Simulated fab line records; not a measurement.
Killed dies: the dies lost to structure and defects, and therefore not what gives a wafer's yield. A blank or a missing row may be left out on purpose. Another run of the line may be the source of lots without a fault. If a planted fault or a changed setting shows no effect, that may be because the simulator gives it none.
fab line records	flow n5_finfet
[record] lots = 9	wafers = 26	last_day = 19
route steps=1938 shown BEOL_M12@1639 BEOL_M13@1673
lots untouched by any fault: they come from a run of this same line in which no faults occurred
start_h: hours from the record's first day to the start of the lot's first wafer shown	wait_h: hours since the lot's step before	" the same as in the row above	L1.1+2: one row covering several wafers at once	- either no value or no given start	* or withheld: withheld	< > ~ a bound
route shown NAME@n: NAME is a module with steps in the file, n the number in the route of the first one	usual: the fault-free wafers' mean and standard deviation	same: alike in all rows	chamber/n: place in a boat	sites: the reading at each site	_std_site: standard deviation of those values	_edge_site: outer sites' mean less inner sites'	radius_mm: how far each site lies from the wafer's centre	mask NAME#n: copy n	behind: the most recent tool/chamber to have shaped the wafer	hold: why the lot was held/for how many hours/how that ended	device: names the non-switching transistor (n, p or np)	end of line: the tests these same wafers got at the end of their route	a step with no rows: only its recipe	killed: at the first sort, the dies lost to defects and structure; wafer yield is something else	map: shows each die of a wafer: x if killed, . if not, _ if none is there
set.NAME: the setting as run; set.NAME@STEP: as run at that earlier step	model.NAME: the simulator's own value behind a step, which no gauge read
route steps across a sampled set of lots; one table per step, one row per wafer
services: the hour from which a tool's chamber was out of use, counted from the record's first day as start_h (under 0 if before that day), plus the number of hours and why
[[steps]]
[step N5_BEOL_M12_TRENCH_ETCH_34]
[recipe] chemistry = C4F8/O2/Ar	target = SiOC	target_depth_a = 3189.5	mask_material = SOC	pressure_mtorr = 30	source_w = 3000	bias_w = 700	Ar_flow_sccm = 400	C4F8_flow_sccm = 15	O2_flow_sccm = 8	he_inner_torr = 15	he_outer_torr = 30	time_s = 125.5	ion_energy_ev = 250
[usual] drypump_motor_current_A = 5.6/0.47	oes_product_au = 0.79/0.083	rf_vpp_V = 666/3.3	showerhead_plenum_p_Torr = 3.42/0.11	throttle_valve_pct = 24.16/0.28
lot.wafer	tool	chamber	start_h	wait_h	drypump_motor_current_A	oes_product_au	rf_hours_counter_h	rf_vpp_V	showerhead_plenum_p_Torr	throttle_valve_pct
L658.1	rie_diel-06	2	267.62	0.0	4.9	0.97	14	665	3.34	23.47
L658.3	"	3	"	"	6.0	0.76	155	667	3.55	24.33
L658.6	"	1	"	"	5.8	0.75	-	662	3.29	24.31
L659.3	rie_diel-05	1	268.25	0.0	5.1	0.89	33	669	3.50	24.41
L659.4	"	3	"	"	5.6	0.97	3	668	3.46	24.02
L659.6	"	2	"	"	5.2	0.89	-	671	3.58	23.72
L660.3	rie_diel-04	1	284.10	0.0	6.0	0.71	212	669	3.50	23.90
L660.4	"	0	"	"	4.7	0.78	116	665	3.44	24.07
L660.5	"	1	"	"	6.0	0.70	-	668	3.50	23.91
L662.1	rie_diel-05	2	286.21	0.0	5.2	0.87	48	670	3.58	23.71
L662.2	"	0	"	"	6.5	0.71	208	661	3.27	24.22
L662.5	"	2	"	"	5.2	0.87	-	671	3.58	23.73
L663.3	rie_diel-06	0	294.27	0.0	5.8	0.86	70	671	3.61	24.34
L663.5	"	2	"	"	4.9	0.95	-	664	3.33	23.48
L663.6	"	1	"	"	5.8	0.73	-	661	3.28	24.31
L666.3	rie_diel-05	3	337.94	0.0	5.5	0.89	26	668	3.45	24.06
L666.4	"	0	"	"	6.4	0.70	225	660	3.26	24.24
L666.6	"	0	"	"	6.4	0.70	-	661	3.26	24.25
L674.2	rie_diel-05	1	383.17	0.0	5.1	0.83	70	667	3.48	24.46
L674.3	"	2	"	"	5.2	0.84	76	671	3.57	23.75
L674.6	"	3	"	"	5.6	0.85	-	668	3.44	24.08
L675.2	rie_diel-04	2	405.09	0.0	5.8	0.73	162	667	3.42	24.43
L675.3	"	3	"	"	5.8	0.70	238	660	3.24	24.47
L675.4	"	3	"	"	5.8	0.71	-	661	3.24	24.46
L677.2	rie_diel-05	1	406.57	0.0	5.1	0.84	78	665	3.48	24.47
L677.3	"	0	"	"	6.4	0.68	250	659	3.24	24.28
[step N5_BEOL_M12_STRIP_37]
[recipe] chemistry = N2/H2	power_w = 1000	temp_c = 250	h2_frac = 0.65	overash_fraction = 0.3	pressure_mtorr = withheld	n2_flow_sccm = 1750	h2_flow_sccm = 3250
[usual] drypump_motor_current_A = 6.19/0.21	heater_power_w = 354/31	oes_product_au = 0.790/0.01
lot.wafer	tool	chamber	start_h	wait_h	drypump_motor_current_A	heater_power_w	oes_product_au	rf_hours_counter_h
L658.1	plasma_asher-01	0	267.82	0.0	6.11	363	0.800	72
L658.3	"	1	"	"	6.11	354	0.780	-
L658.6	"	0	"	"	6.12	375	0.805	-
L659.3	plasma_asher-01	0	268.47	0.1	6.11	370	0.818	-
L659.4	"	1	"	"	6.11	353	0.781	-
L659.6	"	1	"	"	6.12	353	0.804	-
L660.3	plasma_asher-01	0	284.31	0.1	6.10	364	0.799	-
L660.4	"	1	"	"	6.14	357	0.775	-
L660.5	"	0	"	"	6.12	358	0.785	-
L662.1	plasma_asher-02	0	286.40	0.0	5.97	308	0.791	138
L662.2	"	1	"	"	6.56	378	0.799	138
L662.5	"	1	"	"	6.56	392	0.799	-
L663.3	plasma_asher-02	0	294.48	0.1	5.98	293	0.801	-
L663.5	"	0	"	"	5.99	305	0.785	-
L663.6	"	1	"	"	6.54	385	0.781	-
L666.3	plasma_asher-02	0	338.15	0.1	6.02	303	0.798	-
L666.4	"	1	"	"	6.55	391	0.795	-
L666.6	"	0	"	"	5.97	305	0.778	-
L674.2	plasma_asher-01	0	383.36	0.0	6.09	362	0.787	94
L674.3	"	1	"	"	6.12	354	0.798	-
L674.6	"	1	"	"	6.12	351	0.787	-
L675.2	plasma_asher-02	1	405.28	0.0	6.53	391	0.805	162
L675.3	"	1	"	"	6.52	391	0.784	-
L675.4	"	0	"	"	6.00	305	0.754	-
L677.2	plasma_asher-02	0	406.77	0.0	6.00	305	0.809	162
L677.3	"	0	"	"	5.98	302	0.792	-
[step N5_BEOL_M12_SPUTTER_44]
[recipe] material = Ta	target_thk_a = 100	temp_c = 50	bias_v = 80	power_w = 15000	chamber_pressure_pa = 0.07	time_s = 16.13
[usual] substrate_temp_c = 49.99/0.11	throttle_valve_pct = 30.0/1.1
lot.wafer	tool	chamber	start_h	wait_h	substrate_temp_c	throttle_valve_pct
L658.1	pvd_sputter-01	-	268.38	0.0	50.07	31.0
L658.3	"	-	"	"	49.82	31.2
L658.6	"	-	"	"	49.85	31.1
L659.3	pvd_sputter-03	-	269.02	0.0	50.07	29.4
L659.4	"	-	"	"	49.93	31.1
L659.6	"	-	"	"	50.07	29.4
L660.3	pvd_sputter-02	-	285.37	0.0	49.90	29.6
L660.4	"	-	"	"	50.10	29.0
L660.5	"	-	"	"	49.87	28.6
L662.1	pvd_sputter-02	-	292.59	0.0	49.93	28.5
L662.2	"	-	"	"	50.12	29.6
L662.5	"	-	"	"	50.18	28.6
L663.3	pvd_sputter-02	-	301.18	0.0	49.89	28.9
L663.5	"	-	"	"	49.98	29.1
L663.6	"	-	"	"	50.04	29.4
L666.3	pvd_sputter-03	-	338.60	0.0	50.10	32.8
L666.4	"	-	"	"	50.04	30.4
L666.6	"	-	"	"	50.03	32.9
L674.2	pvd_sputter-03	-	383.90	0.0	49.97	32.6
L674.3	"	-	"	"	50.14	29.4
L674.6	"	-	"	"	50.19	30.9
L675.2	pvd_sputter-02	-	408.33	0.0	49.83	29.0
L675.3	"	-	"	"	50.06	29.4
L675.4	"	-	"	"	50.03	28.7
L677.2	pvd_sputter-01	-	409.14	0.0	50.09	31.5
L677.3	"	-	"	"	50.06	30.1
[step N5_BEOL_M13_ETCH_59]
[recipe] chemistry = N2/H2	target = BARC	target_depth_a = 890	overetch_a = 267	time_s = 67.9	ion_energy_ev = 200	pressure_mtorr = 30	source_w = 840	bias_w = 150	n2_flow_sccm = 200	h2_flow_sccm = 200
[usual] drypump_motor_current_A = 5.9/0.52	oes_product_au = 0.68/0.066	rf_vpp_V = 524.3/2.3	showerhead_plenum_p_Torr = 2.56/0.082	throttle_valve_pct = 17.77/0.28
lot.wafer	tool	chamber	start_h	wait_h	drypump_motor_current_A	oes_product_au	rf_hours_counter_h	rf_vpp_V	showerhead_plenum_p_Torr	throttle_valve_pct
L658.1	rie_diel-01	0	270.21	0.0	6.4	0.67	133	523.9	2.55	17.71
L658.3	"	1	"	"	5.8	0.72	64	529.1	2.69	17.42
L658.6	"	3	"	"	5.4	0.77	-	522.9	2.47	17.27
L659.3	rie_diel-03	3	270.72	0.0	6.7	0.73	51	524.3	2.58	17.58
L659.4	"	1	"	"	6.0	0.60	200	525.7	2.62	18.36
L659.6	"	3	"	"	6.7	0.72	-	524.3	2.58	17.60
L660.3	rie_diel-03	2	287.19	0.0	5.8	0.61	177	521.8	2.54	17.82
L660.4	"	3	"	"	6.7	0.72	56	524.5	2.58	17.61
L660.5	"	2	"	"	5.8	0.62	-	524.9	2.54	17.82
L662.1	rie_diel-01	1	294.42	0.0	5.8	0.72	70	527.5	2.68	17.44
L662.2	"	3	"	"	5.3	0.75	31	522.1	2.47	17.28
L662.5	"	0	"	"	6.5	0.67	-	523.4	2.55	17.70
L663.3	rie_diel-02	0	302.89	0.0	5.6	0.75	45	521.2	2.47	17.65
L663.5	"	2	"	"	6.4	0.76	-	522.6	2.48	17.84
L663.6	"	1	"	"	5.2	0.59	-	519.6	2.40	18.26
L666.3	rie_diel-03	2	341.20	0.0	5.8	0.60	193	521.9	2.53	17.86
L666.4	"	0	"	"	4.9	0.64	187	524.0	2.52	17.70
L666.6	"	2	"	"	5.8	0.60	-	524.2	2.53	17.85
L674.2	rie_diel-03	2	385.72	0.0	5.8	0.59	206	524.2	2.53	17.87
L674.3	"	1	"	"	6.0	0.59	232	525.4	2.61	18.43
L674.6	"	0	"	"	4.9	0.63	-	524.9	2.52	17.72
L675.2	rie_diel-03	1	410.45	0.0	6.0	0.58	239	527.1	2.61	18.46
L675.3	"	2	"	"	5.8	0.58	214	523.8	2.52	17.90
L675.4	"	0	"	"	4.9	0.62	206	522.2	2.51	17.72
L677.2	rie_diel-02	1	411.11	0.0	5.2	0.80	14	527.7	2.71	17.77
L677.3	"	2	"	"	6.4	0.72	69	522.7	2.46	17.90
[step N5_BEOL_M13_STRIP_63]
[recipe] chemistry = N2/H2	power_w = 1000	temp_c = 250	h2_frac = 0.65	overash_fraction = 0.3	pressure_mtorr = 1000	n2_flow_sccm = 1750	h2_flow_sccm = 3250
[usual] drypump_motor_current_A = 6.19/0.22	heater_power_w = 354/33	oes_product_au = 0.674/0.0047	strip_time_to_endpoint_s = 27.5/0.99
lot.wafer	tool	chamber	start_h	wait_h	drypump_motor_current_A	heater_power_w	oes_product_au	rf_hours_counter_h	strip_time_to_endpoint_s
L658.1	plasma_asher-02	0	270.50	-	5.98	306	0.669	135	26.9
L658.3	"	1	"	"	6.54	382	0.670	-	25.9
L658.6	"	0	"	"	5.98	308	0.667	-	26.9
L659.3	plasma_asher-02	1	271.02	-	6.56	369	0.678	-	26.5
L659.4	"	0	"	"	5.97	305	0.679	-	28.5
L659.6	"	0	"	"	5.98	306	0.674	-	26.3
L660.3	plasma_asher-01	1	287.50	-	6.13	359	0.672	-	28.0
L660.4	"	0	"	"	6.11	371	0.666	-	25.6
L660.5	"	1	"	"	6.11	355	0.672	-	26.5
L662.1	plasma_asher-02	1	294.70	-	6.56	392	0.672	139	27.8
L662.2	"	0	"	"	5.99	308	0.670	139	27.7
L662.5	"	1	"	"	6.53	391	0.671	-	27.1
L663.3	plasma_asher-02	0	303.20	-	5.96	304	0.672	-	26.5
L663.5	"	1	"	"	6.53	394	0.669	-	27.1
L663.6	"	0	"	"	5.97	303	0.672	-	28.8
L666.3	plasma_asher-02	0	341.51	-	5.99	304	0.680	-	27.7
L666.4	"	1	"	"	6.54	379	0.664	-	26.5
L666.6	"	0	"	"	5.98	301	0.671	-	27.3
L674.2	plasma_asher-02	1	386.01	-	6.56	387	0.629	158	13.3
L674.3	"	1	"	"	6.54	398	0.634	-	14.5
L674.6	"	1	"	"	6.55	393	0.558	-	11.6
L675.2	plasma_asher-02	1	410.73	-	6.55	402	0.601	162	12.7
L675.3	"	0	"	"	5.97	301	0.585	-	12.4
L675.4	"	1	"	"	6.55	384	0.636	-	13.4
L677.2	plasma_asher-01	0	411.40	-	6.14	363	0.680	98	28.9
L677.3	"	1	"	"	6.12	347	0.676	-	27.2
[step N5_BEOL_M13_CD_MEAS_17]
[recipe] target_cd_nm = 190	polarity = opening
[usual] cd_nm = 190.3/1.8
lot.wafer	tool	chamber	start_h	wait_h	cd_nm
L658.1	cd_sem-01	-	270.70	0.0	190.9
L658.3	"	-	"	"	189.3
L658.6	"	-	"	"	192.8
L659.3	cd_sem-01	-	271.21	0.0	191.1
L659.4	"	-	"	"	193.1
L659.6	"	-	"	"	189.1
L660.3	cd_sem-03	-	287.69	0.0	191.5
L660.4	"	-	"	"	193.5
L660.5	"	-	"	"	191.6
L662.1	cd_sem-03	-	294.91	0.0	189.0
L662.2	"	-	"	"	192.7
L662.5	"	-	"	"	190.7
L663.3	cd_sem-02	-	303.39	0.0	189.2
L663.5	"	-	"	"	189.7
L663.6	"	-	"	"	189.4
L666.3	cd_sem-03	-	341.70	0.0	190.7
L666.4	"	-	"	"	191.7
L666.6	"	-	"	"	190.2
L674.2	cd_sem-03	-	386.22	0.0	196.1
L674.3	"	-	"	"	200.7
L674.6	"	-	"	"	197.2
L675.2	cd_sem-01	-	410.94	0.0	203.5
L675.3	"	-	"	"	201.2
L675.4	"	-	"	"	201.8
L677.2	cd_sem-01	-	411.61	0.0	190.3
L677.3	"	-	"	"	188.4
[[services]]
tool	chamber	start_h	hours	kind
rie_diel-04	-	246.59	4.3	pm
plasma_asher-02	-	268.40	0.4	repair
rie_diel-04	3	270.27	1.4	repair
rie_diel-01	-	271.77	2.8	pm
rie_diel-02	0	275.91	6.9	repair
rie_diel-05	1	276.52	6.8	repair
rie_diel-01	2	285.53	14.8	repair
pvd_sputter-03	-	294.50	0.8	repair
rie_diel-05	2	314.84	9.9	repair
rie_diel-04	-	349.59	0.2	repair
plasma_asher-01	-	350.58	0.3	repair
rie_diel-04	1	363.68	6.5	repair
pvd_sputter-03	-	376.74	2.5	repair
rie_diel-05	3	386.33	11.0	repair
rie_diel-06	3	389.38	10.4	repair
pvd_sputter-01	-	396.40	1.4	repair
rie_diel-01	-	402.47	2.1	repair
rie_diel-04	1	404.29	-	clean
rie_diel-05	0	407.05	-	clean
rie_diel-05	0	407.05	-	consumable_replace:esc
rie_diel-05	0	407.05	-	consumable_replace:focus_ring
rie_diel-05	0	407.05	27.8	scheduled_down
rie_diel-05	0	407.05	27.8	vent_cycle
pvd_sputter-02	-	410.52	0.9	repair
[[key]]
[first_sign] step = N5_BEOL_M13_STRIP_63	reading = strip_time_to_endpoint_s	direction = down	sigmas = 15	usual = *	struck = *
[effect] step = N5_BEOL_M13_STRIP_63	reading = oes_product_au	direction = down	sigmas = 14	usual = 0.674	struck = 0.607
[effect] step = N5_BEOL_M13_CD_MEAS_17	reading = cd_nm	direction = up	sigmas = 5.4	usual = 190.3	struck = 200.1
met_at N5_BEOL_M13_ETCH_59
struck_lots L674,L675
not_acting_at N5_BEOL_M12_TRENCH_ETCH_34,N5_BEOL_M12_STRIP_37,N5_BEOL_M12_SPUTTER_44
onset_between 341.20 385.72
also_fits N5_BEOL_M13_STRIP_63:plasma_asher-02
[fault] kind = process_parameter_drift	tool = rie_diel-03	chamber = -	onset_h = 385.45	steps = N5_BEOL_M13_ETCH_59	channel = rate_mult	offset = 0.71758	shape = step	end_h = 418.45
